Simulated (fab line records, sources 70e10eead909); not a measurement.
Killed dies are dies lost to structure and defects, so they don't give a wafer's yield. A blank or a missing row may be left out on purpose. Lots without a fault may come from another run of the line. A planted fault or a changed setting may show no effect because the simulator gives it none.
Tool commonality check | flow nand_harc | 11 lots, 33 wafers sampled

WHY IT WAS OPENED
At NHARC_END_WLT_00 the reading VT_DECK2_MIDDLE is flagged on 3 of 11 lots. Wafers without a fault read 0.884, standard deviation 0.0063.
Rule: a lot is flagged when every wafer of it that has a number lies more than 4 standard deviations from that mean, or none has a number. The other lots count as sound.

lot  | measured     | on        | VT_DECK2_MIDDLE, wafer by wafer | flag
L775 | day 25 03:43 | prober-01 | 0.880 0.881 0.888               |
L774 | day 25 03:44 | prober-02 | 0.886 0.890 0.891               |
L773 | day 25 11:01 | prober-01 | 0.883 0.893 0.886               |
L776 | day 25 22:39 | prober-02 | 0.881 0.886 0.886               |
L777 | day 25 23:08 | prober-01 | 0.882 0.883 0.880               |
L778 | day 26 05:53 | prober-01 | 0.894 0.890 0.894               |
L783 | day 28 18:35 | prober-02 | 0.882 0.884 0.889               |
L784 | day 29 04:17 | prober-01 | 0.889 0.878 0.887               |
L788 | day 30 10:35 | prober-02 | 0.940 0.953 0.940               | FLAGGED
L790 | day 32 14:29 | prober-01 | 0.962 0.953 0.949               | FLAGGED
L793 | day 33 01:23 | prober-02 | 0.934 0.935 0.942               | FLAGGED
The numbers of the flagged lots are 0.945 on average: +0.061 against the usual, or +10 standard deviations.

WHICH TOOL RAN EACH LOT
The record holds 3 process steps before the reading, out of a route of 1302 steps. In each cell: the tool, then ch and the chambers that the sampled wafers went through, then the start.
lot  | flag    | NHARC_P_STI_PRECLEAN_32             | NHARC_A_BONDPAD_PVD_17                  | NHARC_THIN_TSV_DEGAS_49
L775 |         | wet_bench-09 ch 0,4,5, day 3 20:23  | pvd_sputter-02, day 24 06:18 or earlier | pvd_sputter-02, day 24 12:53
L774 |         | wet_bench-09 ch 2,3,6, day 3 09:58  | pvd_sputter-03, day 24 13:29 or earlier | pvd_sputter-01, day 24 18:55
L773 |         | wet_bench-05 ch 3,6,7, day 2 23:38  | pvd_sputter-03, day 24 06:18 or earlier | pvd_sputter-03, day 24 11:56
L776 |         | wet_bench-05 ch 2,3,7, day 4 03:50  | pvd_sputter-02, day 25 07:22 or earlier | pvd_sputter-02, day 25 14:05
L777 |         | wet_bench-09 ch 0,6,7, day 4 12:51  | pvd_sputter-02, day 25 07:22 or earlier | pvd_sputter-03, day 25 13:05
L778 |         | wet_bench-09 ch 0,3,4, day 4 22:17  | pvd_sputter-02, day 25 14:08 or earlier | pvd_sputter-01, day 25 19:41
L783 |         | wet_bench-09 ch 0,1,2, day 7 01:42  | pvd_sputter-03, day 28 02:03 or earlier | pvd_sputter-02, day 28 07:38
L784 |         | wet_bench-07 ch 3,6,7, day 7 12:28  | pvd_sputter-02, day 28 12:22 or earlier | pvd_sputter-01, day 28 18:05
L788 | FLAGGED | wet_bench-09 ch 4,5,7, day 9 03:38  | pvd_sputter-01, day 29 19:06 or earlier | pvd_sputter-02, day 30 00:42
L790 | FLAGGED | wet_bench-09 ch 0,3,5, day 9 18:04  | pvd_sputter-02, day 31 18:28 or earlier | pvd_sputter-01, day 32 05:26
L793 | FLAGGED | wet_bench-09 ch 0,1,7, day 11 13:12 | pvd_sputter-02, day 32 09:10 or earlier | pvd_sputter-03, day 32 15:52
What these steps do:
- NHARC_P_STI_PRECLEAN_32: cleans in SC1.
- NHARC_A_BONDPAD_PVD_17: deposits TaN, target thk 5 nm, time 8.06 s.
- NHARC_THIN_TSV_DEGAS_49: time 120 s.
- NHARC_END_WLT_00

FLAGGED OVER TOTAL, TOOL BY TOOL (the gauges that took the reading come last)
step                    | tool           | lots run | flagged | share of the flagged lots | sound lots run after its first flagged lot
NHARC_P_STI_PRECLEAN_32 | wet_bench-05   | 2        | 0       | none                      | -
NHARC_P_STI_PRECLEAN_32 | wet_bench-07   | 1        | 0       | none                      | -
NHARC_P_STI_PRECLEAN_32 | wet_bench-09   | 8        | 3       | all                       | 0
NHARC_A_BONDPAD_PVD_17  | pvd_sputter-01 | 1        | 1       | some                      | 0
NHARC_A_BONDPAD_PVD_17  | pvd_sputter-02 | 7        | 2       | some                      | 0
NHARC_A_BONDPAD_PVD_17  | pvd_sputter-03 | 3        | 0       | none                      | -
NHARC_THIN_TSV_DEGAS_49 | pvd_sputter-01 | 4        | 1       | some                      | 0
NHARC_THIN_TSV_DEGAS_49 | pvd_sputter-02 | 4        | 1       | some                      | 0
NHARC_THIN_TSV_DEGAS_49 | pvd_sputter-03 | 3        | 1       | some                      | 0
NHARC_END_WLT_00        | prober-01      | 6        | 1       | some                      | 0
NHARC_END_WLT_00        | prober-02      | 5        | 2       | some                      | 0
NHARC_A_BONDPAD_PVD_17 gives no start for some lots, so the hours and the order of its lots are those of NHARC_HYBRID_BOND_OVL_MEAS_05.

WHAT THE TABLE ALLOWS
1 row of the table ran every flagged lot: wet_bench-09 at NHARC_P_STI_PRECLEAN_32.
- wet_bench-09 at NHARC_P_STI_PRECLEAN_32: 3 of its 8 lots flagged. Its last sound lot is L783 (day 7 01:42), its first flagged lot L788 (day 9 03:38): a fault that began between those two fits.
One tool is left: wet_bench-09 at NHARC_P_STI_PRECLEAN_32.

WHAT THE SIMULATOR HAD PUT IN
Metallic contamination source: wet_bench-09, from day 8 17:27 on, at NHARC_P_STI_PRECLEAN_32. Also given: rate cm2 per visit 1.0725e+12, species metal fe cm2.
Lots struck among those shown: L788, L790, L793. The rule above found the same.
